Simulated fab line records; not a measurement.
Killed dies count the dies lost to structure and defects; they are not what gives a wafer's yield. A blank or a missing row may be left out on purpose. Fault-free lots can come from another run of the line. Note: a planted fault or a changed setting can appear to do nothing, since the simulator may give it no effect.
Which tool did it? -- flow nand harc -- 24 lots, 72 wafers sampled, at 6 steps of a route of 1159

## WHAT THE GAUGES READ, wafer by wafer
The record holds no reading of a measuring or inspecting step that can be judged against a usual standard deviation.

## EACH LOT AND THE TOOL THAT RAN IT (in order: tool; ch and the chambers of the sampled wafers; start)
lot,NHARC_A_CONTACT_DEP_84,NHARC_A_CONTACT_DEP_85,NHARC_A_CONTACT_ETCH_30,NHARC_A_CONTACT_ETCH_136,NHARC_A_CONTACT_ETCH_92,NHARC_A_CONTACT_ETCH_110
L074,"acl dep-01 ch 0, day 16 15:04","pecvd-04 ch 0,1, day 16 15:59","rie diel-04 ch 0,1,3, day 16 18:52 or earlier","har cap etch-02 ch 0,1, day 16 18:52","rie diel-04 ch 0,1, day 16 19:35","rie diel-01 ch 0,1,3, day 16 20:31"
L075,"acl dep-01 ch 0, day 16 20:26","pecvd-02 ch 0,1,2, day 16 21:34","rie diel-10 ch 0,2,3, day 16 23:48 or earlier","har cap etch-02 ch 0,1, day 16 23:48","rie diel-10 ch 0,1,3, day 17 00:34","rie diel-04 ch 0,2,3, day 17 01:05"
L077,"acl dep-02 ch 0, day 16 23:06","pecvd-02 ch 0,1,2, day 17 00:14","rie diel-01 ch 1,3, day 17 02:28 or earlier","har cap etch-03 ch 0, day 17 02:28","rie diel-04 ch 0,1,2, day 17 03:23","rie diel-10 ch 2,3, day 17 03:55"
L076,"acl dep-03 ch 0, day 17 04:34","pecvd-01 ch 1,2, day 17 05:37","rie diel-01 ch 0,1,3, day 17 07:56 or earlier","har cap etch-01 ch 0,1, day 17 07:56","rie diel-01 ch 0,1, day 17 08:41","rie diel-01 ch 1,2,3, day 17 09:12"
L078,"acl dep-02 ch 0, day 17 16:20","pecvd-04 ch 0,1,2, day 17 17:23","rie diel-10 ch 0,1,3, day 17 19:29 or earlier","har cap etch-01 ch 0,1, day 17 19:29","rie diel-04 ch 0,1,2, day 17 20:17","rie diel-04 ch 0,1,3, day 17 20:51"
L079,"acl dep-03 ch 0, day 17 22:37","pecvd-04 ch 0,2, day 17 23:56","rie diel-10 ch 1,3, day 18 02:04 or earlier","har cap etch-02 ch 0,1, day 18 02:04","rie diel-04 ch 1,2, day 18 02:49","rie diel-04 ch 1,3, day 18 03:30"
L081,"acl dep-01 ch 0, day 19 02:49","pecvd-02 ch 0,1,2, day 19 04:11","rie diel-01 ch 2,3, day 19 06:29 or earlier","har cap etch-02 ch 1, day 19 06:29","rie diel-04 ch 1,2,3, day 19 07:16","rie diel-04 ch 0,1,3, day 19 07:56"
L083,"acl dep-03 ch 0, day 19 04:26","pecvd-01 ch 0,2, day 19 05:45","rie diel-04 ch 1,2, day 19 08:02 or earlier","har cap etch-01 ch 0,1, day 19 08:02","rie diel-04 ch 2,3, day 19 08:49","rie diel-10 ch 0,1,2, day 19 09:29"
L080,"acl dep-03 ch 0, day 19 09:51","pecvd-02 ch 1,2, day 19 10:55","rie diel-01 ch 0,2,3, day 19 13:36 or earlier","har cap etch-01 ch 0,1, day 19 13:36","rie diel-04 ch 0,3, day 19 14:35","rie diel-04 ch 1,3, day 19 15:05"
L082,"acl dep-03 ch 0, day 19 15:10","pecvd-01 ch 1,2, day 19 16:14","rie diel-01 ch 0,2,3, day 19 18:21 or earlier","har cap etch-01 ch 0,1, day 19 18:21","rie diel-01 ch 1,2,3, day 19 19:07","rie diel-04 ch 1,2,3, day 19 19:55"
L084,"acl dep-02 ch 0, day 19 16:37","pecvd-01 ch 0,1, day 19 17:53","rie diel-01 ch 0,1,2, day 19 20:00 or earlier","har cap etch-03 ch 0,1, day 19 20:00","rie diel-10 ch 0,2,3, day 19 20:47","rie diel-04 ch 1,2,3, day 19 21:17"
L088,"acl dep-03 ch 0, day 19 21:49","pecvd-02 ch 0,2, day 19 23:06","rie diel-04 ch 0,1,3, day 20 01:25 or earlier","har cap etch-03 ch 0,1, day 20 01:25","rie diel-10 ch 0,1,3, day 20 02:13","rie diel-10 ch 1,2,3, day 20 02:43"
L085,"acl dep-03 ch 0, day 19 23:43","pecvd-02 ch 0,2, day 20 00:59","rie diel-04 ch 0,1, day 20 03:05 or earlier","har cap etch-02 ch 0,1, day 20 03:05","rie diel-01 ch 1,3, day 20 03:50","rie diel-04 ch 0,1,3, day 20 04:23"
L087,"acl dep-01 ch 0, day 20 03:05","pecvd-02 ch 0,1, day 20 04:23","rie diel-04 ch 0,2, day 20 06:32 or earlier","har cap etch-03 ch 0,1, day 20 06:32","rie diel-01 ch 0,1,3, day 20 07:26","rie diel-04 ch 0,3, day 20 08:21"
L086,"acl dep-02 ch 0, day 20 14:36","pecvd-02 ch 0,1,2, day 20 15:29","rie diel-10 ch 1,2, day 20 17:59 or earlier","har cap etch-03 ch 0,1, day 20 17:59","rie diel-01 ch 0,2,3, day 20 18:56","rie diel-04 ch 1,2, day 20 19:36"
L090,"acl dep-02 ch 0, day 20 18:56","pecvd-02 ch 1,2, day 20 20:12","rie diel-01 ch 0,1,3, day 20 22:17 or earlier","har cap etch-03 ch 1, day 20 22:17","rie diel-04 ch 2,3, day 20 23:02","rie diel-10 ch 0,2,3, day 20 23:33"
L089,"acl dep-02 ch 0, day 21 04:10","pecvd-02 ch 1,2, day 21 05:16","rie diel-04 ch 0,2,3, day 21 07:28 or earlier","har cap etch-03 ch 0,1, day 21 07:28","rie diel-04 ch 1,2,3, day 21 08:15","rie diel-04 ch 0,2,3, day 21 08:44"
L093,"acl dep-02 ch 0, day 21 08:55","pecvd-02 ch 0,1,2, day 21 10:13","rie diel-10 ch 0,2,3, day 21 12:26 or earlier","har cap etch-01 ch 0,1, day 21 12:26","rie diel-04 ch 1,3, day 21 13:13","rie diel-04 ch 0,1,2, day 21 13:43"
L092,"acl dep-02 ch 0, day 21 12:39","pecvd-01 ch 1,2, day 21 13:58","rie diel-10 ch 0,1,2, day 21 16:25 or earlier","har cap etch-02 ch 0,1, day 21 16:25","rie diel-10 ch 0,2,3, day 21 17:11","rie diel-04 ch 0,1,3, day 21 17:42"
L091,"acl dep-03 ch 0, day 21 17:23","pecvd-02 ch 0,1,2, day 21 18:41","rie diel-04 ch 1,2,3, day 21 20:47 or earlier","har cap etch-01 ch 0,1, day 21 20:47","rie diel-04 ch 0,1,3, day 21 21:33","rie diel-10 ch 0,1,2, day 21 22:13"
L095,"acl dep-03 ch 0, day 22 07:50","pecvd-01 ch 0,1, day 22 08:58","rie diel-10 ch 0,1,3, day 22 11:04 or earlier","har cap etch-02 ch 0,1, day 22 11:04","rie diel-04 ch 1,2, day 22 11:49","rie diel-01 ch 0,1,3, day 22 12:28"
L097,"acl dep-01 ch 0, day 22 09:46","pecvd-04 ch 0,2, day 22 11:10","rie diel-04 ch 2,3, day 22 13:23 or earlier","har cap etch-01 ch 0,1, day 22 13:23","rie diel-01 ch 0,2, day 22 14:10","rie diel-10 ch 0,2, day 22 14:49"
L094,"acl dep-03 ch 0, day 22 15:07","pecvd-01 ch 0,1,2, day 22 16:12","rie diel-01 ch 0,1,2, day 22 18:56 or earlier","har cap etch-03 ch 0,1, day 22 18:56","rie diel-10 ch 0,2,3, day 22 19:44","rie diel-10 ch 0,1, day 22 20:16"
L096,"acl dep-02 ch 0, day 22 18:27","pecvd-01 ch 1,2, day 22 19:45","rie diel-04 ch 1,2, day 22 21:58 or earlier","har cap etch-02 ch 0,1, day 22 21:58","rie diel-04 ch 2,3, day 22 22:43","rie diel-04 ch 0,1,3, day 22 23:15"
- NHARC_A_CONTACT_DEP_84: deposits aC, target thk 2000 nm.
- NHARC_A_CONTACT_DEP_85: deposits SiON, target thk 50 nm.
- NHARC_A_CONTACT_ETCH_30: etches the open film in CF4/CHF3, target depth 60.5 nm, time 30.2 s.
- NHARC_A_CONTACT_ETCH_136: etches the open film in C4F8/O2/Ar, time 132 s, target depth 1287 nm.
- NHARC_A_CONTACT_ETCH_92: etches the open film in CH3F/O2, target depth 40 nm, time 85.7 s.
- NHARC_A_CONTACT_ETCH_110: etches the open film in CF4/O2, target depth 50 nm, overetch 5 nm, time 27.5 s.

## AS READ BY THE TOOLS THEMSELVES (means over the sampled wafers that have a number; for cases with no such wafer, the mark the record gives instead)
NHARC_A_CONTACT_DEP_84. Usual: throttle valve pct 35.001 %, standard deviation 0.0083.
lot,tool,throttle valve pct (%),flag
L074,acl dep-01,35.004,
L075,acl dep-01,35.006,
L077,acl dep-02,35.006,
L076,acl dep-03,35.003,
L078,acl dep-02,35.007,
L079,acl dep-03,35.000,
L081,acl dep-01,35.004,
L083,acl dep-03,34.996,
L080,acl dep-03,34.998,
L082,acl dep-03,34.998,
L084,acl dep-02,35.004,
L088,acl dep-03,34.999,
L085,acl dep-03,34.994,
L087,acl dep-01,35.004,
L086,acl dep-02,34.997,
L090,acl dep-02,35.014,
L089,acl dep-02,34.994,
L093,acl dep-02,35.001,
L092,acl dep-02,35.005,
L091,acl dep-03,35.003,
L095,acl dep-03,35.000,
L097,acl dep-01,35.002,
L094,acl dep-03,34.995,
L096,acl dep-02,35.001,

NHARC_A_CONTACT_DEP_85. Usual: heater power w 732 W, standard deviation 83.
lot,tool,heater power w (W),flag
L074,pecvd-04,806,
L075,pecvd-02,624,
L077,pecvd-02,686,
L076,pecvd-01,701,
L078,pecvd-04,821,
L079,pecvd-04,745,
L081,pecvd-02,685,
L083,pecvd-01,745,
L080,pecvd-02,734,
L082,pecvd-01,776,
L084,pecvd-01,837,
L088,pecvd-02,722,
L085,pecvd-02,670,
L087,pecvd-02,672,
L086,pecvd-02,666,
L090,pecvd-02,694,
L089,pecvd-02,633,
L093,pecvd-02,702,
L092,pecvd-01,731,
L091,pecvd-02,649,
L095,pecvd-01,840,
L097,pecvd-04,809,
L094,pecvd-01,833,
L096,pecvd-01,748,

NHARC_A_CONTACT_ETCH_30. Usual: bias w 200.0 W, standard deviation 0.63; drypump motor current A 5.6 A, standard deviation 0.42; oes product au 0.940 a.u., standard deviation 0.021; rf vpp V 370.9 V, standard deviation 2.6; showerhead plenum p Torr 1.58 Torr, standard deviation 0.072; throttle valve pct 16.803 %, standard deviation 0.01.
lot,tool,bias w (W),drypump motor current A (A),oes product au (a.u.),rf vpp V (V),showerhead plenum p Torr (Torr),throttle valve pct (%),flag
L074,rie diel-04,199.9,5.5,0.927,372.8,1.62,16.805,
L075,rie diel-10,200.2,5.5,0.962,370.8,1.58,16.797,
L077,rie diel-01,200.2,5.6,0.926,373.5,1.65,16.814,
L076,rie diel-01,200.6,5.5,0.926,371.6,1.61,16.806,
L078,rie diel-10,199.8,5.3,0.974,370.5,1.59,16.805,
L079,rie diel-10,199.6,5.3,0.955,372.4,1.64,16.805,
L081,rie diel-01,200.0,5.2,0.950,370.7,1.62,16.812,
L083,rie diel-04,199.6,6.0,0.924,369.6,1.55,16.803,
L080,rie diel-01,199.7,5.3,0.929,370.4,1.56,16.804,
L082,rie diel-01,199.9,5.3,0.977,369.9,1.56,16.795,
L084,rie diel-01,200.1,5.7,0.931,369.3,1.53,16.806,
L088,rie diel-04,199.9,5.6,0.965,371.5,1.62,16.802,
L085,rie diel-04,199.2,5.7,0.974,371.6,1.59,16.794,
L087,rie diel-04,199.5,6.0,0.918,371.8,1.59,16.808,
L086,rie diel-10,200.0,5.9,0.934,372.7,1.65,16.802,
L090,rie diel-01,200.2,5.5,0.937,371.5,1.60,16.804,
L089,rie diel-04,200.3,5.9,0.965,370.8,1.59,16.803,
L093,rie diel-10,200.0,5.5,0.927,370.4,1.57,16.805,
L092,rie diel-10,200.7,5.6,0.925,371.5,1.59,16.796,
L091,rie diel-04,199.9,5.8,0.921,371.5,1.57,16.808,
L095,rie diel-10,200.1,5.3,0.965,372.1,1.59,16.796,
L097,rie diel-04,199.8,5.7,0.920,371.2,1.59,16.801,
L094,rie diel-01,200.2,5.6,0.925,369.0,1.53,16.805,
L096,rie diel-04,200.1,6.2,0.923,368.6,1.52,16.807,

NHARC_A_CONTACT_ETCH_92. Usual: bias w 100.01 W, standard deviation 0.29; drypump motor current A 5.7 A, standard deviation 0.46; oes product au 0.939 a.u., standard deviation 0.028; rf vpp V 244.7 V, standard deviation 1.8; showerhead plenum p Torr 2.48 Torr, standard deviation 0.11; throttle valve pct 20.664 %, standard deviation 0.009.
lot,tool,bias w (W),drypump motor current A (A),oes product au (a.u.),rf vpp V (V),showerhead plenum p Torr (Torr),throttle valve pct (%),flag
L074,rie diel-04,100.02,5.7,0.924,244.5,2.49,20.665,
L075,rie diel-10,100.33,5.3,0.934,245.3,2.50,20.670,
L077,rie diel-04,99.88,5.9,0.998,243.9,2.45,20.657,
L076,rie diel-01,100.21,5.7,0.934,243.0,2.41,20.664,
L078,rie diel-04,100.23,6.0,0.923,244.8,2.45,20.660,
L079,rie diel-04,100.13,6.3,0.917,242.3,2.38,20.664,
L081,rie diel-04,100.09,5.9,0.925,243.5,2.46,20.658,
L083,rie diel-04,100.13,5.7,0.921,245.6,2.50,20.654,
L080,rie diel-04,100.29,5.4,0.924,245.4,2.57,20.661,
L082,rie diel-01,99.80,5.5,0.934,245.3,2.49,20.657,
L084,rie diel-10,99.96,5.5,0.930,244.6,2.47,20.663,
L088,rie diel-10,99.96,5.3,0.923,245.0,2.49,20.658,
L085,rie diel-01,99.53,5.4,0.929,246.7,2.60,20.669,
L087,rie diel-01,99.89,5.5,0.930,244.6,2.50,20.661,
L086,rie diel-01,100.02,5.3,0.937,243.4,2.43,20.663,
L090,rie diel-04,100.13,5.7,0.990,244.9,2.49,20.674,
L089,rie diel-04,99.96,5.9,0.952,244.3,2.45,20.663,
L093,rie diel-04,100.10,5.6,0.919,245.1,2.49,20.659,
L092,rie diel-10,100.12,5.5,0.925,244.6,2.46,20.659,
L091,rie diel-04,100.00,5.6,0.923,244.9,2.52,20.664,
L095,rie diel-04,100.13,6.0,0.924,244.7,2.41,20.658,
L097,rie diel-01,99.90,5.5,1.007,242.4,2.32,20.669,
L094,rie diel-10,99.97,5.5,1.005,244.5,2.46,20.658,
L096,rie diel-04,100.20,6.2,0.912,243.7,2.41,20.667,

NHARC_A_CONTACT_ETCH_110. Usual: bias w 100.0 W, standard deviation 0.32; drypump motor current A 5.7 A, standard deviation 0.44; oes product au 1.002 a.u., standard deviation 0.0066; rf vpp V 198.2 V, standard deviation 1.4; showerhead plenum p Torr 1.35 Torr, standard deviation 0.058; throttle valve pct 13.397 %, standard deviation 0.0084.
lot,tool,bias w (W),drypump motor current A (A),oes product au (a.u.),rf vpp V (V),showerhead plenum p Torr (Torr),throttle valve pct (%),flag
L074,rie diel-01,100.0,5.6,1.009,199.1,1.37,13.406,
L075,rie diel-04,99.7,5.8,0.999,198.3,1.35,13.394,
L077,rie diel-10,100.0,5.6,0.998,198.7,1.39,13.394,
L076,rie diel-01,100.2,5.4,1.010,198.3,1.36,13.398,
L078,rie diel-04,100.1,5.6,0.992,197.9,1.37,13.404,
L079,rie diel-04,100.1,5.6,1.000,198.7,1.35,13.393,
L081,rie diel-04,100.3,5.5,1.005,198.9,1.37,13.405,
L083,rie diel-10,99.9,5.6,1.008,198.5,1.36,13.397,
L080,rie diel-04,99.9,5.5,1.000,197.8,1.35,13.400,
L082,rie diel-04,99.6,5.9,1.002,197.8,1.33,13.403,
L084,rie diel-04,99.9,5.9,1.000,197.6,1.33,13.396,
L088,rie diel-10,100.0,5.6,1.003,198.8,1.39,13.389,
L085,rie diel-04,99.7,5.5,0.998,198.6,1.37,13.384,
L087,rie diel-04,100.1,5.6,1.001,199.1,1.39,13.406,
L086,rie diel-04,100.0,5.9,1.000,197.6,1.31,13.398,
L090,rie diel-10,99.8,5.5,1.000,197.6,1.34,13.401,
L089,rie diel-04,99.8,5.8,0.996,198.9,1.35,13.404,
L093,rie diel-04,99.8,6.0,0.993,197.5,1.33,13.405,
L092,rie diel-04,100.1,5.5,0.998,198.3,1.37,13.403,
L091,rie diel-10,100.1,5.6,0.998,197.9,1.35,13.397,
L095,rie diel-01,100.3,5.5,1.003,197.5,1.36,13.394,
L097,rie diel-10,100.4,5.5,1.004,197.7,1.30,13.397,
L094,rie diel-10,99.9,5.3,1.005,197.1,1.31,13.396,
L096,rie diel-04,100.1,5.5,1.001,198.1,1.37,13.390,

## THE ANSWER, worked out from the rows above alone
Rule: a lot counts as off when the mean over its wafers that have a number is more than 3 standard deviations away from the usual mean. Also off: a lot with no number at a reading for which 4 or more lots have one. The other lots that the step has rows for count as sound. First the gauges in route order, then the tools' own readings, where a lot's mean is used as printed above. The first step at which some lot is off is used, and at that step the reading that is off furthest; a lot without a number counts as furthest.
Across all readings shown, no lot is off: no conclusion can be drawn from this.

## WHAT THE SIMULATOR HAD PUT IN
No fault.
